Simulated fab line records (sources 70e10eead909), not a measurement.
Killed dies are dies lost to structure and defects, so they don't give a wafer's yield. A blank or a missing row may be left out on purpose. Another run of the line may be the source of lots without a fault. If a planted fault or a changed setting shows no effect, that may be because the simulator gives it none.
Comparing a struck lot with a sound one ; flow nand_harc ; 17 out of 1302 route steps
Sound: the wafers L912.2, L912.3, L912.4. Struck: wafer L904.1 (left out: L904.4, L904.6 of the same lot, which were not struck); the cause appears at the end.
Order at every step that has rows: each side's tool, ch and its chambers, its first start. Under that, the readings that differ: sound wafers ; struck wafers ; difference of the means ; sigmas: that difference in standard deviations of wafers without a fault.
alike: readings with means less than 2 such deviations apart, plus words and numbers identical on both sides. not compared: withheld readings, readings lacking a value on some wafer, bounds such as >300 that could conceal the same value, and numbers that have no deviation in the record and whose values overlap.
The two part at a step that has a row with sigmas, a row that says differs or no value, or rows on one side only. When numbers do not overlap yet have no deviation, they are printed without sigmas and do not part them. A reading missing from all wafers of one side parts the sides only when that side holds two or more wafers.

NHARC_A_M0_DESCUM_14: chemistry O2, time 3 s.
  sound on rie_diel-13 ch 0,2,3, day 31 02:50; struck on rie_diel-08 ch 2, day 27 22:36
reading;sound;struck;difference;sigmas
rf_hours_counter_h (h);1.3 1.2 0.7;4.0;+2.9;
  alike: drypump_motor_current_A, oes_product_au, rf_vpp_V, showerhead_plenum_p_Torr, throttle_valve_pct
NHARC_A_M0_ETCH_34: etches the open film in N2/H2, target depth 40 nm, overetch 12 nm, time 43.94 s.
  sound on rie_diel-13 ch 0,1,3, day 31 02:55; struck on rie_diel-08 ch 3, day 27 22:41
reading;sound;struck;difference;sigmas
rf_hours_counter_h (h);0.8 1.3 1.2;5.1;+4.0;
  alike: drypump_motor_current_A, oes_product_au, rf_vpp_V, showerhead_plenum_p_Torr, throttle_valve_pct
then, 1 step without rows for these wafers: NHARC_A_M0_ETCH_15 (etches the open film in C4F8/Ar, target depth 150 nm, overetch 15 nm, time 82.5 s).
NHARC_A_M0_CD_MEAS_16:
  sound: cd_sem-01 at day 31 03:08; struck: cd_sem-01 at day 27 22:53
  alike: cd_nm
NHARC_A_M0_STRIP_18: strips in N2/H2.
  sound on rie_diel-13 ch 0,2,3, day 31 03:13; struck on rie_diel-02 ch 3, day 27 22:58
reading;sound;struck;difference;sigmas
rf_hours_counter_h (h);0.8 1.3 1.4;1.9;+0.7;
  alike: drypump_motor_current_A, oes_product_au, rf_vpp_V, showerhead_plenum_p_Torr, throttle_valve_pct
then, 2 steps without rows for these wafers: NHARC_A_M0_STRIP_19 (strips in post etch residue remover, time 600 s); NHARC_A_M0_DEGAS_28 (time 60 s).
NHARC_A_M0_PRE_CLEAN_29: time 30 s.
  sound on pvd_sputter-03; struck on pvd_sputter-03
  alike: heater_power_w
then, 4 steps without rows for these wafers: NHARC_A_M0_PVD_20 (deposits TaN, target thk 5 nm, time 8.06 s); NHARC_A_M0_PVD_21 (deposits Cu, target thk 30 nm, time 20.49 s); NHARC_A_M0_ECD_22 (material Cu, target thk 400 nm); NHARC_A_M0_ANNEAL_30 (time 90 s).
NHARC_A_M0_CMP_23: polishes, t overpolish 20 s, target thk 113.75 nm.
  sound on cmp-03 ch 0,1,2, day 31 04:51; struck on cmp-04 ch 1, day 28 00:53
reading;sound;struck;difference;sigmas
time_to_endpoint_s (s);27.1 29.5 27.1;36.8;+8.9;+3
  alike: motor_current_A, pad_life_wafers
following that, these wafers have no rows for 1 step: NHARC_A_M0_SRD_25.
NHARC_A_M0_INSPECT_27:
  sound: defect_inspect-02 at day 31 05:19; struck: defect_inspect-02 at day 28 01:20
reading;sound;struck;difference;sigmas
raw_defect_count;540 682 631;3032;+2414;+16
NHARC_A_M0_PRE_CLEAN_31: time 12 s.
  sound on pecvd-01 ch 0,1, day 31 05:24; struck on pecvd-03 ch 2, day 28 01:23
  alike: heater_power_w
NHARC_END_SORT_01:
  here the record holds rows for the struck wafers (prober-01 ch 0, day 29 13:53) but none for the sound ones

WHERE THEY PART
Last at NHARC_END_SORT_01 as far as this record goes, first at NHARC_A_M0_CMP_23.

WHY: what the simulator had put in
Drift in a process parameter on cmp-04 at NHARC_A_M0_CMP_23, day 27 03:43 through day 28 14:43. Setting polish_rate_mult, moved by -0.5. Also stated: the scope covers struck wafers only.
